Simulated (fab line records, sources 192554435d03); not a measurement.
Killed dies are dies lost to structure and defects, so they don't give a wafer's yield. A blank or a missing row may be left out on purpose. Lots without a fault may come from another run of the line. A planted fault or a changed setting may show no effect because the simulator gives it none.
Chamber matching | flow n5_finfet | N5_BEOL_M7_CVD_78 on cvd_co-02: 3 sister chambers
The step deposits Co from CCTBA/H2, target thk 2 nm, time 142.3 s. 14 wafers are shown with their chamber, then 7 later ones without.

WAFERS WITH THEIR CHAMBER
wafer  | chamber | run_length_s (s)
L473.1 | 2       | 165.7
L473.2 | 1       | 165.7
L473.3 | 0       | 164.6
L471.1 | 2       | 165.8
L471.4 | 1       | 166.1
L471.5 | 2       | 165.6
L475.1 | 1       | 165.9
L475.2 | 2       | 165.5
L475.6 | 1       | 166.4
L485.1 | 1       | 165.8
L485.2 | 0       | 164.3
L485.3 | 2       | 165.6
L489.2 | 0       | 164.2
L489.3 | 1       | 165.5

SIGNATURES (means of the wafers above)
reading      | chamber 0 | chamber 1 | chamber 2 | scatter within a chamber
run_length_s | 164.367   | 165.900   | 165.640   | 0.241
Rule: a wafer's distance from a chamber is the root of the sum, over the readings, of the square of ((its reading less the chamber's mean) divided by the reading's scatter). The wafer belongs to the nearest chamber; if the next one is less than 2 further off, it can't be placed. The scatter: the root of (the sum of the squares of (reading less its chamber's mean) over the shown wafers, divided by (wafers less chambers)).

WAFERS WITHOUT THEIR CHAMBER
wafer  | run_length_s (s)
L489.5 | 165.6
L491.1 | 166.1
L491.2 | 165.8
L491.6 | 165.5
L492.1 | 165.9
L492.2 | 164.8
L492.4 | 165.3

WHICH CHAMBER EACH WENT THROUGH
wafer  | from the rows above     | in truth
L489.5 | can't be placed: 2 or 1 | 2
L491.1 | can't be placed: 1 or 2 | 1
L491.2 | can't be placed: 1 or 2 | 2
L491.6 | can't be placed: 2 or 1 | 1
L492.1 | can't be placed: 1 or 2 | 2
L492.2 | can't be placed: 0 or 2 | 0
L492.4 | can't be placed: 2 or 1 | 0
Placed correctly: 0 of 7. Can't be placed from these rows: 7 (the true chamber is among the candidates in 6). Placed wrongly: 0.
